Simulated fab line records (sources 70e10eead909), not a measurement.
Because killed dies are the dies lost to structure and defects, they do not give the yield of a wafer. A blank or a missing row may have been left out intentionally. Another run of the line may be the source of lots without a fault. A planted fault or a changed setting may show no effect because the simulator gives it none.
Comparing a struck lot with a sound one    flow nand harc    12 steps out of a route of 1302
Sound: these wafers, L690.2, L690.4, L690.5. Wafers L688.1, L688.5, L688.6 were the ones struck. The cause is given at the end.
At each step with rows: each side's tool, then ch and its chambers, then its first start. Under that, the readings that differ: sound wafers    struck wafers    difference of the means    sigmas: that difference in standard deviations of wafers without a fault.
alike: words and numbers the same on both sides, and readings whose means are apart by under 2 such deviations; not compared: readings that were withheld, readings missing a value for some wafer, numbers with overlapping values and no deviation given by the record, and bounds like >300 which may hide the same value.
A row with sigmas, a row that says differs or no value, or rows on one side alone: a step with any of these is where the two part. When numbers do not overlap yet have no deviation, they are printed without sigmas and do not part them. A reading that every wafer of one side lacks parts them only if that side has two wafers or more.

first, 1 step without rows for these wafers: NHARC_A_CHANNEL_FILL_D2_ANNEAL_22 (time 7200 s).
NHARC_A_CHANNEL_FILL_D2_ALD_25: deposits SiOx, target thk 60 nm, pulse time 10 s, ald cycles 600.
  sound on ald hk-03 ch 0,1,3, day 22 16:59; struck on ald hk-04 ch 1,2,3, day 22 04:24
  alike: heater power w, precursor pulse height rel
NHARC_A_CHANNEL_FILL_D2_ETCHBACK_08: etches the open film in C4F8, target depth 220 nm, time 110 s.
  sound on rie diel-06 ch 2,3; struck on rie diel-10 ch 1,2
  alike: oes product au, rf vpp V
  not compared: rf hours counter h
NHARC_A_CHANNEL_FILL_D2_STRIP_29: strips in O2, time 20 s.
  sound on rie diel-06 ch 1,3; struck on rie diel-10 ch 0,1,2, day 22 08:17
  alike: drypump motor current A, o2 flow sccm, oes product au, rf vpp V, showerhead plenum p Torr, throttle valve pct
  not compared: rf hours counter h
then, 3 steps without rows for these wafers: NHARC_A_CHANNEL_FILL_D2_PRECLEAN_30 (cleans in dHF, time 30 s); NHARC_A_CHANNEL_FILL_D2_SRD_31; NHARC_A_CHANNEL_FILL_D2_CVD_09 (deposits poly-Si, target thk 150 nm, time 3000 s).
NHARC_A_CHANNEL_FILL_D2_CMP_10: polishes, target thk 150 nm.
  sound on cmp-04 ch 0,1,2, day 23 03:45; struck on cmp-04 ch 0,1,2, day 22 13:59
  alike: motor current A, time to endpoint s
next, for these wafers, 1 step has no rows: NHARC_A_CHANNEL_FILL_D2_SRD_12.
NHARC_A_CHANNEL_FILL_D2_RTA_24: time 5 s.
  sound on rtp anneal-01 ch 0, day 23 04:12; struck on rtp anneal-02 ch 0, day 22 14:42
reading              sound              struck             difference  sigmas
lamp power pct (%)   29.96 29.95 29.91  30.28 30.25 30.27  +0.33       +2
lamp_zone_3_pct (%)  29.91 29.89 29.95  30.25 30.30 30.27  +0.36       +2
  alike: wafer_temp_C_max
NHARC_A_CHANNEL_FILL_D2_INSPECT_13:
  sound on defect inspect-02, day 23 04:31; struck on defect inspect-02, day 22 14:54
  alike: raw defect count
-- jump in the record: it breaks off in module A_CHANNEL_FILL_D2 and resumes in module END (first step shown: number 1302 of the route), and 11 days separate the struck wafers' starts before and after --
NHARC_END_SORT_01:
  sound on prober-01 ch 0, day 32 08:13; struck on prober-02 ch 0, day 33 18:01
  alike: killed at array, killed at other, killed at periphery, killed dies, killed open, killed short

WHERE THEY PART
Only at NHARC_A_CHANNEL_FILL_D2_RTA_24, as far as this record shows. Later steps at which nothing parts them and some readings are alike: NHARC_A_CHANNEL_FILL_D2_INSPECT_13, NHARC_END_SORT_01.

WHY: the cause the simulator had injected
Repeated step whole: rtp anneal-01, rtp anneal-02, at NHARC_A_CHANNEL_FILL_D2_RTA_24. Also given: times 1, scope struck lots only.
